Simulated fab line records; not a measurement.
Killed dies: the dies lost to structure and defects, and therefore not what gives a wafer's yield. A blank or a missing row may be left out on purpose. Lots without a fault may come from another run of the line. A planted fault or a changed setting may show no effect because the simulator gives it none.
fab line records || flow n5Finfet
record: {"lots": 7, "wafers": 21}
route steps=1938 shown BEOL_M15@1801 PASSIVATION@1921
startH: hours from the record's opening day to when the first of the lot's shown wafers began || waitH: hours elapsed since this lot's preceding step || " repeats the value in the row above || L1.1+2: one row covering several wafers at once || - no value, or no start given || * or withheld: withheld || < > ~ a bound
route shown NAME@n: a module of which the file shows steps, and the number in the route of the first || usual: average and standard deviation across the fault-free wafers || same: alike in all rows || chamber/n: place in a boat || sites: each site's reading || _std_site: standard deviation of those values || _edge_site: outer sites' mean less inner sites' || radiusMm: how far each site lies from the wafer's centre || mask NAME#n: copy n || behind: the most recent tool/chamber to have shaped the wafer || hold: why the lot went on hold/how many hours it stayed there/how the hold came to an end || device: which transistor (n, p or np) failed to switch || end of line: the tests these same wafers got at the end of their route || step lacking rows: just its recipe || killed: the dies lost at the first sort to structure and to defects; this is not the yield of the wafer || map: a wafer's dies, marking killed ones x, the rest . and places with no die _
set.NAME: the run value of the setting; set.NAME@STEP: its run value at that earlier step || model.NAME: the simulator's own value behind a step, which no gauge read
lots whose settings were changed on purpose; a table a step, a row a wafer
== steps ==
step: N5_BEOL_M15_PEB_26
recipe: {"pebTempC": 130, "pebTimeS": 90}
{"lot.wafer": "L075.2+3+4", "tool": "lithoTrack-03", "chamber": 0, "startH": 268.98, "waitH": 0.0, "set.pebTempC": 130}
{"lot.wafer": "L078.1+2+5", "tool": "lithoTrack-01", "chamber": 0, "startH": 283.95, "waitH": 0.1, "set.pebTempC": 130}
{"lot.wafer": "L081.3+5+6", "tool": "lithoTrack-02", "chamber": 0, "startH": 293.69, "waitH": 0.0, "set.pebTempC": 130}
{"lot.wafer": "L080.2+4", "tool": "lithoTrack-01", "chamber": 0, "startH": 300.98, "waitH": 0.0, "set.pebTempC": 130}
{"lot.wafer": "L080.6", "tool": "lithoTrack-01", "chamber": 0, "startH": 300.98, "waitH": 0.0, "set.pebTempC": 132.1}
{"lot.wafer": "L087.3+4+6", "tool": "lithoTrack-03", "chamber": 0, "startH": 352.89, "waitH": 0.0, "set.pebTempC": 130}
{"lot.wafer": "L093.4+6", "tool": "lithoTrack-03", "chamber": 0, "startH": 376.49, "waitH": 0.0, "set.pebTempC": 130}
{"lot.wafer": "L093.5", "tool": "lithoTrack-03", "chamber": 0, "startH": 376.49, "waitH": 0.0, "set.pebTempC": 133.6}
{"lot.wafer": "L096.2+4+5", "tool": "lithoTrack-01", "chamber": 0, "startH": 427.16, "waitH": 0.0, "set.pebTempC": 130}
step: N5_BEOL_M15_DEVELOP_27
recipe: {"developTimeS": 45, "rinseLiquid": "diw", "dry": "airSpin", "devTempC": 21}
step: N5_BEOL_M15_HARDBAKE_32
recipe: {"tempC": 130, "timeS": 120}
step: N5_BEOL_M15_CD_MEAS_28
recipe: {"targetCdNm": 407.6, "landingEnergyEv": 500, "detector": "seInlens"}
usual: {"cdNm": "407.4/2.9"}
{"lot.wafer": "L075.2", "tool": "cdSem-02", "chamber": 0, "startH": 269.10, "waitH": "-", "set.pebTempC@BEOL_M15_PEB_26": 130, "cdNm": 406.0}
{"lot.wafer": "L075.3", "tool": "cdSem-02", "chamber": 0, "startH": 269.10, "waitH": "-", "set.pebTempC@BEOL_M15_PEB_26": 130, "cdNm": 401.3}
{"lot.wafer": "L075.4", "tool": "cdSem-02", "chamber": 0, "startH": 269.10, "waitH": "-", "set.pebTempC@BEOL_M15_PEB_26": 130, "cdNm": 404.7}
{"lot.wafer": "L078.1", "tool": "cdSem-03", "chamber": 0, "startH": 284.07, "waitH": "-", "set.pebTempC@BEOL_M15_PEB_26": 130, "cdNm": 411.1}
{"lot.wafer": "L078.2", "tool": "cdSem-03", "chamber": 0, "startH": 284.07, "waitH": "-", "set.pebTempC@BEOL_M15_PEB_26": 130, "cdNm": 411.3}
{"lot.wafer": "L078.5", "tool": "cdSem-03", "chamber": 0, "startH": 284.07, "waitH": "-", "set.pebTempC@BEOL_M15_PEB_26": 130, "cdNm": 415.7}
{"lot.wafer": "L081.3", "tool": "cdSem-02", "chamber": 0, "startH": 293.81, "waitH": "-", "set.pebTempC@BEOL_M15_PEB_26": 130, "cdNm": 407.6}
{"lot.wafer": "L081.5", "tool": "cdSem-02", "chamber": 0, "startH": 293.81, "waitH": "-", "set.pebTempC@BEOL_M15_PEB_26": 130, "cdNm": 408.7}
{"lot.wafer": "L081.6", "tool": "cdSem-02", "chamber": 0, "startH": 293.81, "waitH": "-", "set.pebTempC@BEOL_M15_PEB_26": 130, "cdNm": 407.2}
{"lot.wafer": "L080.2", "tool": "cdSem-03", "chamber": 0, "startH": 301.09, "waitH": "-", "set.pebTempC@BEOL_M15_PEB_26": 130, "cdNm": 408.8}
{"lot.wafer": "L080.4", "tool": "cdSem-03", "chamber": 0, "startH": 301.09, "waitH": "-", "set.pebTempC@BEOL_M15_PEB_26": 130, "cdNm": 411.8}
{"lot.wafer": "L080.6", "tool": "cdSem-03", "chamber": 0, "startH": 301.09, "waitH": "-", "set.pebTempC@BEOL_M15_PEB_26": 132.1, "cdNm": 418.8}
{"lot.wafer": "L087.3", "tool": "cdSem-01", "chamber": 0, "startH": 353.00, "waitH": "-", "set.pebTempC@BEOL_M15_PEB_26": 130, "cdNm": 404.4}
{"lot.wafer": "L087.4", "tool": "cdSem-01", "chamber": 0, "startH": 353.00, "waitH": "-", "set.pebTempC@BEOL_M15_PEB_26": 130, "cdNm": 406.4}
{"lot.wafer": "L087.6", "tool": "cdSem-01", "chamber": 0, "startH": 353.00, "waitH": "-", "set.pebTempC@BEOL_M15_PEB_26": 130, "cdNm": 406.1}
{"lot.wafer": "L093.4", "tool": "cdSem-01", "chamber": 0, "startH": 376.61, "waitH": "-", "set.pebTempC@BEOL_M15_PEB_26": 130, "cdNm": 405.6}
{"lot.wafer": "L093.5", "tool": "cdSem-01", "chamber": 0, "startH": 376.61, "waitH": "-", "set.pebTempC@BEOL_M15_PEB_26": 133.6, "cdNm": 422.8}
{"lot.wafer": "L093.6", "tool": "cdSem-01", "chamber": 0, "startH": 376.61, "waitH": "-", "set.pebTempC@BEOL_M15_PEB_26": 130, "cdNm": 404.6}
{"lot.wafer": "L096.2", "tool": "cdSem-03", "chamber": 0, "startH": 427.28, "waitH": "-", "set.pebTempC@BEOL_M15_PEB_26": 130, "cdNm": 412.2}
{"lot.wafer": "L096.4", "tool": "cdSem-03", "chamber": 0, "startH": 427.28, "waitH": "-", "set.pebTempC@BEOL_M15_PEB_26": 130, "cdNm": 406.6}
{"lot.wafer": "L096.5", "tool": "cdSem-03", "chamber": 0, "startH": 427.28, "waitH": "-", "set.pebTempC@BEOL_M15_PEB_26": 130, "cdNm": 408.4}
step: N5_BEOL_M15_DESCUM_33
recipe: {"chemistry": "O2", "timeS": 7.9, "sourcePowerW": 50, "biasPowerW": 20, "pressureMtorr": 20, "rfFrequencyHz": 2.712e+07, "tempC": 40, "o2FlowSccm": 225}
{"lot.wafer": "L075.2", "tool": "rieDiel-04", "chamber": 3, "startH": 269.18, "waitH": 0.0, "set.pebTempC@BEOL_M15_PEB_26": 130, "model.BEOL_M15.cdNm": 406.2}
{"lot.wafer": "L075.3", "tool": "rieDiel-04", "chamber": 3, "startH": 269.18, "waitH": 0.0, "set.pebTempC@BEOL_M15_PEB_26": 130, "model.BEOL_M15.cdNm": 402}
{"lot.wafer": "L075.4", "tool": "rieDiel-04", "chamber": 2, "startH": 269.18, "waitH": 0.0, "set.pebTempC@BEOL_M15_PEB_26": 130, "model.BEOL_M15.cdNm": 404.8}
{"lot.wafer": "L078.1", "tool": "rieDiel-02", "chamber": 2, "startH": 284.15, "waitH": 0.0, "set.pebTempC@BEOL_M15_PEB_26": 130, "model.BEOL_M15.cdNm": 411.2}
{"lot.wafer": "L078.2", "tool": "rieDiel-02", "chamber": 0, "startH": 284.15, "waitH": 0.0, "set.pebTempC@BEOL_M15_PEB_26": 130, "model.BEOL_M15.cdNm": 411.4}
{"lot.wafer": "L078.5", "tool": "rieDiel-02", "chamber": 0, "startH": 284.15, "waitH": 0.0, "set.pebTempC@BEOL_M15_PEB_26": 130, "model.BEOL_M15.cdNm": 415.6}
{"lot.wafer": "L081.3", "tool": "rieDiel-02", "chamber": 0, "startH": 293.89, "waitH": 0.0, "set.pebTempC@BEOL_M15_PEB_26": 130, "model.BEOL_M15.cdNm": 407.4}
{"lot.wafer": "L081.5", "tool": "rieDiel-02", "chamber": 3, "startH": 293.89, "waitH": 0.0, "set.pebTempC@BEOL_M15_PEB_26": 130, "model.BEOL_M15.cdNm": 409}
{"lot.wafer": "L081.6", "tool": "rieDiel-02", "chamber": 2, "startH": 293.89, "waitH": 0.0, "set.pebTempC@BEOL_M15_PEB_26": 130, "model.BEOL_M15.cdNm": 406.8}
{"lot.wafer": "L080.2", "tool": "rieDiel-02", "chamber": 1, "startH": 301.18, "waitH": 0.0, "set.pebTempC@BEOL_M15_PEB_26": 130, "model.BEOL_M15.cdNm": 408.6}
{"lot.wafer": "L080.4", "tool": "rieDiel-02", "chamber": 2, "startH": 301.18, "waitH": 0.0, "set.pebTempC@BEOL_M15_PEB_26": 130, "model.BEOL_M15.cdNm": 412}
{"lot.wafer": "L080.6", "tool": "rieDiel-02", "chamber": 1, "startH": 301.18, "waitH": 0.0, "set.pebTempC@BEOL_M15_PEB_26": 132.1, "model.BEOL_M15.cdNm": 419.4}
{"lot.wafer": "L087.3", "tool": "rieDiel-04", "chamber": 0, "startH": 353.09, "waitH": 0.0, "set.pebTempC@BEOL_M15_PEB_26": 130, "model.BEOL_M15.cdNm": 404.6}
{"lot.wafer": "L087.4", "tool": "rieDiel-04", "chamber": 3, "startH": 353.09, "waitH": 0.0, "set.pebTempC@BEOL_M15_PEB_26": 130, "model.BEOL_M15.cdNm": 407}
{"lot.wafer": "L087.6", "tool": "rieDiel-04", "chamber": 1, "startH": 353.09, "waitH": 0.0, "set.pebTempC@BEOL_M15_PEB_26": 130, "model.BEOL_M15.cdNm": 406}
{"lot.wafer": "L093.4", "tool": "rieDiel-04", "chamber": 2, "startH": 376.69, "waitH": 0.0, "set.pebTempC@BEOL_M15_PEB_26": 130, "model.BEOL_M15.cdNm": 405.8}
{"lot.wafer": "L093.5", "tool": "rieDiel-04", "chamber": 0, "startH": 376.69, "waitH": 0.0, "set.pebTempC@BEOL_M15_PEB_26": 133.6, "model.BEOL_M15.cdNm": 423}
{"lot.wafer": "L093.6", "tool": "rieDiel-04", "chamber": 3, "startH": 376.69, "waitH": 0.0, "set.pebTempC@BEOL_M15_PEB_26": 130, "model.BEOL_M15.cdNm": 405}
{"lot.wafer": "L096.2", "tool": "rieDiel-02", "chamber": 0, "startH": 427.57, "waitH": 0.2, "set.pebTempC@BEOL_M15_PEB_26": 130, "model.BEOL_M15.cdNm": 412.2}
{"lot.wafer": "L096.4", "tool": "rieDiel-02", "chamber": 3, "startH": 427.57, "waitH": 0.2, "set.pebTempC@BEOL_M15_PEB_26": 130, "model.BEOL_M15.cdNm": 406.8}
{"lot.wafer": "L096.5", "tool": "rieDiel-02", "chamber": 2, "startH": 427.57, "waitH": 0.2, "set.pebTempC@BEOL_M15_PEB_26": 130, "model.BEOL_M15.cdNm": 408.2}
step: N5_BEOL_M15_ETCH_61
recipe: {"chemistry": "N2/H2", "target": "BARC", "targetDepthA": 890, "overetchA": 267, "timeS": 67.9, "ionEnergyEv": 200, "pressureMtorr": 30, "sourceW": 840, "biasW": 150, "n2FlowSccm": 200, "h2FlowSccm": 200}
step: N5_BEOL_M15_TRENCH_ETCH_34
recipe: {"chemistry": "C4F8/O2/Ar", "target": "SiO2", "targetDepthA": 8729.3, "heInnerTorr": 15, "heOuterTorr": 30, "timeS": 199, "ionEnergyEv": 800, "pressureMtorr": 20, "sourceW": 1905, "biasW": 2040, "Ar_flow_sccm": 400, "C4F8_flow_sccm": 16, "O2_flow_sccm": 12}
step: N5_BEOL_M15_STRIP_62
recipe: {"chemistry": "O2", "powerW": 600, "tempC": 60, "pressureMtorr": 30, "rfFrequencyHz": 6e+07, "biasPowerW": 0, "overashFraction": 0.3, "o2FlowSccm": 225}
step: N5_BEOL_M15_STRIP_37
recipe: {"chemistry": "O2", "powerW": 600, "tempC": 60, "pressureMtorr": 30, "rfFrequencyHz": 6e+07, "biasPowerW": 0, "overashFraction": 0.3, "o2FlowSccm": 225}
step: N5_BEOL_M15_ETCH_38
recipe: {"chemistry": "CF4/N2", "target": "SiCN", "targetDepthA": 1064, "taperDeg": 2, "timeS": 120.5, "ionEnergyEv": 150, "maskMaterial": "SiO2", "pressureMtorr": 40, "sourceW": 430, "biasW": 70, "Ar_flow_sccm": 100, "cf4FlowSccm": 60, "n2FlowSccm": 60}
{"lot.wafer": "L075.2", "tool": "rieDiel-04", "chamber": 3, "startH": "-", "waitH": "-", "set.tempC@BEOL_M15_ILD_DEP_00": 400, "model.SiO2_of_BEOL_M15_ILD_DEP_00.thkNm": 1547}
{"lot.wafer": "L075.3", "tool": "rieDiel-04", "chamber": 1, "startH": "-", "waitH": "-", "set.tempC@BEOL_M15_ILD_DEP_00": 400, "model.SiO2_of_BEOL_M15_ILD_DEP_00.thkNm": 1567}
{"lot.wafer": "L075.4", "tool": "rieDiel-04", "chamber": 2, "startH": "-", "waitH": "-", "set.tempC@BEOL_M15_ILD_DEP_00": 405.2, "model.SiO2_of_BEOL_M15_ILD_DEP_00.thkNm": 1515}
{"lot.wafer": "L078.1", "tool": "rieDiel-04", "chamber": 2, "startH": "-", "waitH": "-", "set.tempC@BEOL_M15_ILD_DEP_00": 400, "model.SiO2_of_BEOL_M15_ILD_DEP_00.thkNm": 1539}
{"lot.wafer": "L078.2", "tool": "rieDiel-04", "chamber": 3, "startH": "-", "waitH": "-", "set.tempC@BEOL_M15_ILD_DEP_00": 400, "model.SiO2_of_BEOL_M15_ILD_DEP_00.thkNm": 1565}
{"lot.wafer": "L078.5", "tool": "rieDiel-04", "chamber": 3, "startH": "-", "waitH": "-", "set.tempC@BEOL_M15_ILD_DEP_00": 400, "model.SiO2_of_BEOL_M15_ILD_DEP_00.thkNm": 1579}
{"lot.wafer": "L081.3", "tool": "rieDiel-05", "chamber": 0, "startH": "-", "waitH": "-", "set.tempC@BEOL_M15_ILD_DEP_00": 393.8, "model.SiO2_of_BEOL_M15_ILD_DEP_00.thkNm": 1638}
{"lot.wafer": "L081.5", "tool": "rieDiel-05", "chamber": 0, "startH": "-", "waitH": "-", "set.tempC@BEOL_M15_ILD_DEP_00": 400, "model.SiO2_of_BEOL_M15_ILD_DEP_00.thkNm": 1559}
{"lot.wafer": "L081.6", "tool": "rieDiel-05", "chamber": 3, "startH": "-", "waitH": "-", "set.tempC@BEOL_M15_ILD_DEP_00": 393.8, "model.SiO2_of_BEOL_M15_ILD_DEP_00.thkNm": 1656}
{"lot.wafer": "L080.2", "tool": "rieDiel-05", "chamber": 0, "startH": "-", "waitH": "-", "set.tempC@BEOL_M15_ILD_DEP_00": 400, "model.SiO2_of_BEOL_M15_ILD_DEP_00.thkNm": 1550}
{"lot.wafer": "L080.4", "tool": "rieDiel-05", "chamber": 1, "startH": "-", "waitH": "-", "set.tempC@BEOL_M15_ILD_DEP_00": 392.8, "model.SiO2_of_BEOL_M15_ILD_DEP_00.thkNm": 1648}
{"lot.wafer": "L080.6", "tool": "rieDiel-05", "chamber": 1, "startH": "-", "waitH": "-", "set.tempC@BEOL_M15_ILD_DEP_00": 400, "model.SiO2_of_BEOL_M15_ILD_DEP_00.thkNm": 1593}
{"lot.wafer": "L087.3", "tool": "rieDiel-04", "chamber": 3, "startH": "-", "waitH": "-", "set.tempC@BEOL_M15_ILD_DEP_00": 400, "model.SiO2_of_BEOL_M15_ILD_DEP_00.thkNm": 1590}
{"lot.wafer": "L087.4", "tool": "rieDiel-04", "chamber": 1, "startH": "-", "waitH": "-", "set.tempC@BEOL_M15_ILD_DEP_00": 400, "model.SiO2_of_BEOL_M15_ILD_DEP_00.thkNm": 1567}
{"lot.wafer": "L087.6", "tool": "rieDiel-04", "chamber": 1, "startH": "-", "waitH": "-", "set.tempC@BEOL_M15_ILD_DEP_00": 400, "model.SiO2_of_BEOL_M15_ILD_DEP_00.thkNm": 1560}
{"lot.wafer": "L093.4", "tool": "rieDiel-04", "chamber": 0, "startH": "-", "waitH": "-", "set.tempC@BEOL_M15_ILD_DEP_00": 395.7, "model.SiO2_of_BEOL_M15_ILD_DEP_00.thkNm": 1617}
{"lot.wafer": "L093.5", "tool": "rieDiel-04", "chamber": 0, "startH": "-", "waitH": "-", "set.tempC@BEOL_M15_ILD_DEP_00": 395.7, "model.SiO2_of_BEOL_M15_ILD_DEP_00.thkNm": 1612}
{"lot.wafer": "L093.6", "tool": "rieDiel-04", "chamber": 1, "startH": "-", "waitH": "-", "set.tempC@BEOL_M15_ILD_DEP_00": 400, "model.SiO2_of_BEOL_M15_ILD_DEP_00.thkNm": 1566}
{"lot.wafer": "L096.2+4", "tool": "rieDiel-02", "chamber": 2, "startH": "-", "waitH": "-", "set.tempC@BEOL_M15_ILD_DEP_00": 400, "model.SiO2_of_BEOL_M15_ILD_DEP_00.thkNm": 1576}
{"lot.wafer": "L096.5", "tool": "rieDiel-02", "chamber": 3, "startH": "-", "waitH": "-", "set.tempC@BEOL_M15_ILD_DEP_00": 398, "model.SiO2_of_BEOL_M15_ILD_DEP_00.thkNm": 1610}
step: N5_PASSIVATION_EXPOSE_41
recipe: {"maskId": "PASS_OPEN", "na": 0.55, "defocusNm": 0, "sourceShape": "conventional", "sigmaOuter": 0.8, "polarization": "unpolarized", "targetCdNm": 40000, "doseMj": 57.25}
{"lot.wafer": "L075.2+4", "tool": "krfScanner-01", "chamber": 0, "startH": 284.16, "waitH": "-", "mask": "PASS_OPEN#0", "set.doseMj": 57.25}
{"lot.wafer": "L075.3", "tool": "krfScanner-01", "chamber": 0, "startH": 284.16, "waitH": "-", "mask": "PASS_OPEN#0", "set.doseMj": 58.93}
{"lot.wafer": "L078.1+2+5", "tool": "krfScanner-01", "chamber": 0, "startH": 297.41, "waitH": "-", "mask": "PASS_OPEN#0", "set.doseMj": 57.25}
{"lot.wafer": "L081.3", "tool": "krfScanner-02", "chamber": 0, "startH": 312.30, "waitH": "-", "mask": "PASS_OPEN#0", "set.doseMj": 54.54}
{"lot.wafer": "L081.5+6", "tool": "krfScanner-02", "chamber": 0, "startH": 312.30, "waitH": "-", "mask": "PASS_OPEN#0", "set.doseMj": 57.25}
{"lot.wafer": "L080.2+4+6", "tool": "krfScanner-02", "chamber": 0, "startH": 317.42, "waitH": "-", "mask": "PASS_OPEN#0", "set.doseMj": 57.25}
{"lot.wafer": "L087.3+6", "tool": "krfScanner-02", "chamber": 0, "startH": 368.16, "waitH": "-", "mask": "PASS_OPEN#0", "set.doseMj": 57.25}
{"lot.wafer": "L087.4", "tool": "krfScanner-02", "chamber": 0, "startH": 368.16, "waitH": "-", "mask": "PASS_OPEN#0", "set.doseMj": 53.27}
{"lot.wafer": "L093.4+5+6", "tool": "krfScanner-02", "chamber": 0, "startH": 393.04, "waitH": "-", "mask": "PASS_OPEN#0", "set.doseMj": 57.25}
{"lot.wafer": "L096.2+4+5", "tool": "krfScanner-01", "chamber": 0, "startH": 444.51, "waitH": "-", "mask": "PASS_OPEN#0", "set.doseMj": 57.25}
step: N5_PASSIVATION_PEB_42
recipe: {"pebTempC": "withheld", "pebTimeS": "*"}
step: N5_PASSIVATION_DEVELOP_43
recipe: {"developTimeS": 60, "rinseLiquid": "diw", "dry": "airSpin", "devTempC": 21}
step: N5_PASSIVATION_HARDBAKE_45
recipe: {"tempC": 130, "timeS": 120}
step: N5_PASSIVATION_CD_MEAS_44
recipe: {"targetCdNm": 40000, "landingEnergyEv": 500, "detector": "seInlens"}
usual: {"cdNm": "40001/4.7"}
{"lot.wafer": "L075.2", "tool": "cdSem-03", "chamber": 0, "startH": 284.34, "waitH": "-", "set.doseMj@PASSIVATION_EXPOSE_41": 57.25, "cdNm": 39996}
{"lot.wafer": "L075.3", "tool": "cdSem-03", "chamber": 0, "startH": 284.34, "waitH": "-", "set.doseMj@PASSIVATION_EXPOSE_41": 58.93, "cdNm": 40012}
{"lot.wafer": "L075.4", "tool": "cdSem-03", "chamber": 0, "startH": 284.34, "waitH": "-", "set.doseMj@PASSIVATION_EXPOSE_41": 57.25, "cdNm": 39994}
{"lot.wafer": "L078.1", "tool": "cdSem-03", "chamber": 0, "startH": 297.59, "waitH": "-", "set.doseMj@PASSIVATION_EXPOSE_41": 57.25, "cdNm": 39997}
{"lot.wafer": "L078.2", "tool": "cdSem-03", "chamber": 0, "startH": 297.59, "waitH": "-", "set.doseMj@PASSIVATION_EXPOSE_41": 57.25, "cdNm": 40006}
{"lot.wafer": "L078.5", "tool": "cdSem-03", "chamber": 0, "startH": 297.59, "waitH": "-", "set.doseMj@PASSIVATION_EXPOSE_41": 57.25, "cdNm": 40007}
{"lot.wafer": "L081.3", "tool": "cdSem-02", "chamber": 0, "startH": 312.47, "waitH": "-", "set.doseMj@PASSIVATION_EXPOSE_41": 54.54, "cdNm": 39982}
{"lot.wafer": "L081.5", "tool": "cdSem-02", "chamber": 0, "startH": 312.47, "waitH": "-", "set.doseMj@PASSIVATION_EXPOSE_41": 57.25, "cdNm": 40002}
{"lot.wafer": "L081.6", "tool": "cdSem-02", "chamber": 0, "startH": 312.47, "waitH": "-", "set.doseMj@PASSIVATION_EXPOSE_41": 57.25, "cdNm": 40003}
{"lot.wafer": "L080.2", "tool": "cdSem-03", "chamber": 0, "startH": 317.59, "waitH": "-", "set.doseMj@PASSIVATION_EXPOSE_41": 57.25, "cdNm": 40003}
{"lot.wafer": "L080.4", "tool": "cdSem-03", "chamber": 0, "startH": 317.59, "waitH": "-", "set.doseMj@PASSIVATION_EXPOSE_41": 57.25, "cdNm": 40009}
{"lot.wafer": "L080.6", "tool": "cdSem-03", "chamber": 0, "startH": 317.59, "waitH": "-", "set.doseMj@PASSIVATION_EXPOSE_41": 57.25, "cdNm": 40002}
{"lot.wafer": "L087.3", "tool": "cdSem-02", "chamber": 0, "startH": 368.33, "waitH": "-", "set.doseMj@PASSIVATION_EXPOSE_41": 57.25, "cdNm": 39994}
{"lot.wafer": "L087.4", "tool": "cdSem-02", "chamber": 0, "startH": 368.33, "waitH": "-", "set.doseMj@PASSIVATION_EXPOSE_41": 53.27, "cdNm": 39971}
{"lot.wafer": "L087.6", "tool": "cdSem-02", "chamber": 0, "startH": 368.33, "waitH": "-", "set.doseMj@PASSIVATION_EXPOSE_41": 57.25, "cdNm": 39994}
{"lot.wafer": "L093.4", "tool": "cdSem-03", "chamber": 0, "startH": 393.21, "waitH": "-", "set.doseMj@PASSIVATION_EXPOSE_41": 57.25, "cdNm": 39999}
{"lot.wafer": "L093.5", "tool": "cdSem-03", "chamber": 0, "startH": 393.21, "waitH": "-", "set.doseMj@PASSIVATION_EXPOSE_41": 57.25, "cdNm": 40002}
{"lot.wafer": "L093.6", "tool": "cdSem-03", "chamber": 0, "startH": 393.21, "waitH": "-", "set.doseMj@PASSIVATION_EXPOSE_41": 57.25, "cdNm": 40001}
{"lot.wafer": "L096.2", "tool": "cdSem-01", "chamber": 0, "startH": 444.68, "waitH": "-", "set.doseMj@PASSIVATION_EXPOSE_41": 57.25, "cdNm": 40014}
{"lot.wafer": "L096.4", "tool": "cdSem-01", "chamber": 0, "startH": 444.68, "waitH": "-", "set.doseMj@PASSIVATION_EXPOSE_41": 57.25, "cdNm": 40004}
{"lot.wafer": "L096.5", "tool": "cdSem-01", "chamber": 0, "startH": 444.68, "waitH": "-", "set.doseMj@PASSIVATION_EXPOSE_41": 57.25, "cdNm": 40005}
step: N5_PASSIVATION_PASS_ETCH_47
recipe: {"chemistry": "CF4/O2", "target": "SiNx", "targetDepthA": 7700, "timeS": 385, "ionEnergyEv": 100, "pressureMtorr": 40, "sourceW": 535, "biasW": 49, "Ar_flow_sccm": 100, "cf4FlowSccm": 100, "O2_flow_sccm": 10}
{"lot.wafer": "L075.2", "tool": "rieDiel-06", "chamber": 2, "startH": 284.49, "waitH": 0.0, "set.timeS": 385, "model.etch.depthNm": 730.7}
{"lot.wafer": "L075.3", "tool": "rieDiel-06", "chamber": 3, "startH": 284.49, "waitH": 0.0, "set.timeS": 467.8, "model.etch.depthNm": 875.8}
{"lot.wafer": "L075.4", "tool": "rieDiel-06", "chamber": 1, "startH": 284.49, "waitH": 0.0, "set.timeS": 385, "model.etch.depthNm": 785}
{"lot.wafer": "L078.1", "tool": "rieDiel-06", "chamber": 3, "startH": 297.72, "waitH": 0.0, "set.timeS": 385, "model.etch.depthNm": 716.5}
{"lot.wafer": "L078.2", "tool": "rieDiel-06", "chamber": 0, "startH": 297.72, "waitH": 0.0, "set.timeS": 385, "model.etch.depthNm": 772.2}
{"lot.wafer": "L078.5", "tool": "rieDiel-06", "chamber": 1, "startH": 297.72, "waitH": 0.0, "set.timeS": 385, "model.etch.depthNm": 773.7}
{"lot.wafer": "L081.3", "tool": "rieDiel-06", "chamber": 2, "startH": 312.59, "waitH": 0.0, "set.timeS": 385, "model.etch.depthNm": 738.1}
{"lot.wafer": "L081.5", "tool": "rieDiel-06", "chamber": 2, "startH": 312.59, "waitH": 0.0, "set.timeS": 385, "model.etch.depthNm": 739.8}
{"lot.wafer": "L081.6", "tool": "rieDiel-06", "chamber": 1, "startH": 312.59, "waitH": 0.0, "set.timeS": 385, "model.etch.depthNm": 770.2}
{"lot.wafer": "L080.2", "tool": "rieDiel-06", "chamber": 1, "startH": 317.72, "waitH": 0.0, "set.timeS": 335, "model.etch.depthNm": 682}
{"lot.wafer": "L080.4", "tool": "rieDiel-06", "chamber": 2, "startH": 317.72, "waitH": 0.0, "set.timeS": 335, "model.etch.depthNm": 648.9}
{"lot.wafer": "L080.6", "tool": "rieDiel-06", "chamber": 1, "startH": 317.72, "waitH": 0.0, "set.timeS": 335, "model.etch.depthNm": 684.6}
{"lot.wafer": "L087.3", "tool": "rieDiel-06", "chamber": 0, "startH": 368.45, "waitH": 0.0, "set.timeS": 385, "model.etch.depthNm": 792.7}
{"lot.wafer": "L087.4", "tool": "rieDiel-06", "chamber": 1, "startH": 368.45, "waitH": 0.0, "set.timeS": 385, "model.etch.depthNm": 778.8}
{"lot.wafer": "L087.6", "tool": "rieDiel-06", "chamber": 3, "startH": 368.45, "waitH": 0.0, "set.timeS": 385, "model.etch.depthNm": 726.4}
{"lot.wafer": "L093.4", "tool": "rieDiel-01", "chamber": 1, "startH": 393.33, "waitH": 0.0, "set.timeS": 441.6, "model.etch.depthNm": 846.6}
{"lot.wafer": "L093.5", "tool": "rieDiel-01", "chamber": 1, "startH": 393.33, "waitH": 0.0, "set.timeS": 385, "model.etch.depthNm": 741.4}
{"lot.wafer": "L093.6", "tool": "rieDiel-01", "chamber": 2, "startH": 393.33, "waitH": 0.0, "set.timeS": 441.6, "model.etch.depthNm": 884.7}
{"lot.wafer": "L096.2", "tool": "rieDiel-06", "chamber": 2, "startH": 444.80, "waitH": 0.0, "set.timeS": 385, "model.etch.depthNm": 771.8}
{"lot.wafer": "L096.4", "tool": "rieDiel-06", "chamber": 3, "startH": 444.80, "waitH": 0.0, "set.timeS": 338.3, "model.etch.depthNm": 626.2}
{"lot.wafer": "L096.5", "tool": "rieDiel-06", "chamber": 2, "startH": 444.80, "waitH": 0.0, "set.timeS": 385, "model.etch.depthNm": 772}
== key ==
split: {"step": "N5_BEOL_M15_PEB_26", "setting": "pebTempC", "stated": 130, "by": "wafer"}
response: {"step": "N5_BEOL_M15_CD_MEAS_28", "reading": "cdNm", "change": "+6.11", "per": "1%", "r": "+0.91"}
response: {"step": "N5_BEOL_M15_DESCUM_33", "reading": "model.BEOL_M15.cdNm", "change": "+6.17", "per": "1%", "r": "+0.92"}
split: {"step": "N5_PASSIVATION_EXPOSE_41", "setting": "doseMj", "stated": 57.25, "by": "wafer"}
response: {"step": "N5_PASSIVATION_CD_MEAS_44", "reading": "cdNm", "change": "+3.84", "per": "1%", "r": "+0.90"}
split: {"step": "N5_PASSIVATION_PASS_ETCH_47", "setting": "timeS", "stated": 385, "by": "wafer"}
response: {"step": "N5_PASSIVATION_PASS_ETCH_47", "reading": "model.etch.depthNm", "change": "+7.42", "per": "1%", "r": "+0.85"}
split outsideThisFile step=N5_BEOL_M15_ILD_DEP_00 setting=tempC
split outsideThisFile: this setting was split too, and the file shows its column; the key of that split is in another file
